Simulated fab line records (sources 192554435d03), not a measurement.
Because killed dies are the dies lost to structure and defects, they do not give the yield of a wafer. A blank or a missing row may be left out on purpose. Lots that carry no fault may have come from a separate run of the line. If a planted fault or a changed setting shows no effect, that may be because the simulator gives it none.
Matching of chambers || flow n5 finfet || rie diel-04 running N5_SD_EPI_P_DESCUM_14: 4 sister chambers
The step chemistry O2, time 7.9 s. 18 wafers are shown with their chamber, then 9 later ones without.

## WAFERS, EACH WITH ITS CHAMBER
{"wafer": "L081.2", "chamber": 3, "showerhead plenum p Torr (Torr)": 2.02, "drypump motor current A (A)": 6.6, "throttle valve pct (%)": 20.8}
{"wafer": "L081.3", "chamber": 0, "showerhead plenum p Torr (Torr)": 2.15, "drypump motor current A (A)": 5.7, "throttle valve pct (%)": 20.9}
{"wafer": "L081.5", "chamber": 1, "showerhead plenum p Torr (Torr)": 2.11, "drypump motor current A (A)": 6.5, "throttle valve pct (%)": 20.4}
{"wafer": "L082.3", "chamber": 0, "showerhead plenum p Torr (Torr)": 2.15, "drypump motor current A (A)": 5.8, "throttle valve pct (%)": 20.9}
{"wafer": "L082.4", "chamber": 3, "showerhead plenum p Torr (Torr)": 2.02, "drypump motor current A (A)": 6.6, "throttle valve pct (%)": 20.8}
{"wafer": "L082.5", "chamber": 1, "showerhead plenum p Torr (Torr)": 2.11, "drypump motor current A (A)": 6.5, "throttle valve pct (%)": 20.4}
{"wafer": "L087.1", "chamber": 3, "showerhead plenum p Torr (Torr)": 2.01, "drypump motor current A (A)": 6.7, "throttle valve pct (%)": 20.8}
{"wafer": "L087.5", "chamber": 2, "showerhead plenum p Torr (Torr)": 2.16, "drypump motor current A (A)": 5.7, "throttle valve pct (%)": 20.6}
{"wafer": "L087.6", "chamber": 3, "showerhead plenum p Torr (Torr)": 2.01, "drypump motor current A (A)": 6.6, "throttle valve pct (%)": 20.8}
{"wafer": "L089.1", "chamber": 0, "showerhead plenum p Torr (Torr)": 2.14, "drypump motor current A (A)": 5.8, "throttle valve pct (%)": 20.9}
{"wafer": "L089.4", "chamber": 1, "showerhead plenum p Torr (Torr)": 2.11, "drypump motor current A (A)": 6.5, "throttle valve pct (%)": 20.4}
{"wafer": "L089.5", "chamber": 1, "showerhead plenum p Torr (Torr)": 2.11, "drypump motor current A (A)": 6.5, "throttle valve pct (%)": 20.4}
{"wafer": "L091.2", "chamber": 0, "showerhead plenum p Torr (Torr)": 2.14, "drypump motor current A (A)": 5.7, "throttle valve pct (%)": 21.0}
{"wafer": "L091.3", "chamber": 3, "showerhead plenum p Torr (Torr)": 2.01, "drypump motor current A (A)": 6.6, "throttle valve pct (%)": 20.8}
{"wafer": "L091.6", "chamber": 3, "showerhead plenum p Torr (Torr)": 2.01, "drypump motor current A (A)": 6.6, "throttle valve pct (%)": 20.8}
{"wafer": "L094.1", "chamber": 2, "showerhead plenum p Torr (Torr)": 2.16, "drypump motor current A (A)": 5.7, "throttle valve pct (%)": 20.6}
{"wafer": "L094.5", "chamber": 3, "showerhead plenum p Torr (Torr)": 2.01, "drypump motor current A (A)": 6.6, "throttle valve pct (%)": 20.8}
{"wafer": "L094.6", "chamber": 0, "showerhead plenum p Torr (Torr)": 2.14, "drypump motor current A (A)": 5.7, "throttle valve pct (%)": 21.0}

SIGNATURES, as means of the wafers listed above
{"reading": "showerhead plenum p Torr", "chamber 0": 2.1440, "chamber 1": 2.1100, "chamber 2": 2.1600, "chamber 3": 2.0129, "scatter within a chamber": 0.00433}
{"reading": "drypump motor current A", "chamber 0": 5.740, "chamber 1": 6.500, "chamber 2": 5.700, "chamber 3": 6.614, "scatter within a chamber": 0.0383}
{"reading": "throttle valve pct", "chamber 0": 20.940, "chamber 1": 20.400, "chamber 2": 20.600, "chamber 3": 20.800, "scatter within a chamber": 0.0293}
Rule: a wafer's distance from a chamber is the root of the sum, over the readings, of the square of ((its reading less the chamber's mean) divided by the reading's scatter). The wafer belongs to the nearest chamber; if the next one is less than 2 further off, it can't be placed. The scatter: take each reading less its chamber's mean, square it, sum over the shown wafers, divide by the number of wafers less the number of chambers, and take the root.

## WAFERS WITH NO CHAMBER GIVEN
{"wafer": "L095.2", "showerhead plenum p Torr (Torr)": 2.16, "drypump motor current A (A)": 5.7, "throttle valve pct (%)": 20.6}
{"wafer": "L095.3", "showerhead plenum p Torr (Torr)": 2.11, "drypump motor current A (A)": 6.5, "throttle valve pct (%)": 20.5}
{"wafer": "L095.4", "showerhead plenum p Torr (Torr)": 2.14, "drypump motor current A (A)": 5.7, "throttle valve pct (%)": 21.0}
{"wafer": "L096.2", "showerhead plenum p Torr (Torr)": 2.11, "drypump motor current A (A)": 6.5, "throttle valve pct (%)": 20.4}
{"wafer": "L096.4", "showerhead plenum p Torr (Torr)": 2.01, "drypump motor current A (A)": 6.7, "throttle valve pct (%)": 20.8}
{"wafer": "L096.6", "showerhead plenum p Torr (Torr)": 2.11, "drypump motor current A (A)": 6.5, "throttle valve pct (%)": 20.5}
{"wafer": "L097.3", "showerhead plenum p Torr (Torr)": 2.14, "drypump motor current A (A)": 5.8, "throttle valve pct (%)": 21.0}
{"wafer": "L097.5", "showerhead plenum p Torr (Torr)": 2.10, "drypump motor current A (A)": 6.5, "throttle valve pct (%)": 20.5}
{"wafer": "L097.6", "showerhead plenum p Torr (Torr)": 2.16, "drypump motor current A (A)": 5.7, "throttle valve pct (%)": 20.6}

## WHICH CHAMBER EACH ONE RAN IN
{"wafer": "L095.2", "from the rows above": 2, "in truth": 2}
{"wafer": "L095.3", "from the rows above": 1, "in truth": 1}
{"wafer": "L095.4", "from the rows above": 0, "in truth": 0}
{"wafer": "L096.2", "from the rows above": 1, "in truth": 1}
{"wafer": "L096.4", "from the rows above": 3, "in truth": 3}
{"wafer": "L096.6", "from the rows above": 1, "in truth": 1}
{"wafer": "L097.3", "from the rows above": 0, "in truth": 0}
{"wafer": "L097.5", "from the rows above": 1, "in truth": 1}
{"wafer": "L097.6", "from the rows above": 2, "in truth": 2}
Correct placement for 9 of the 9. Not placeable from these rows: 0. 0 placed wrongly.
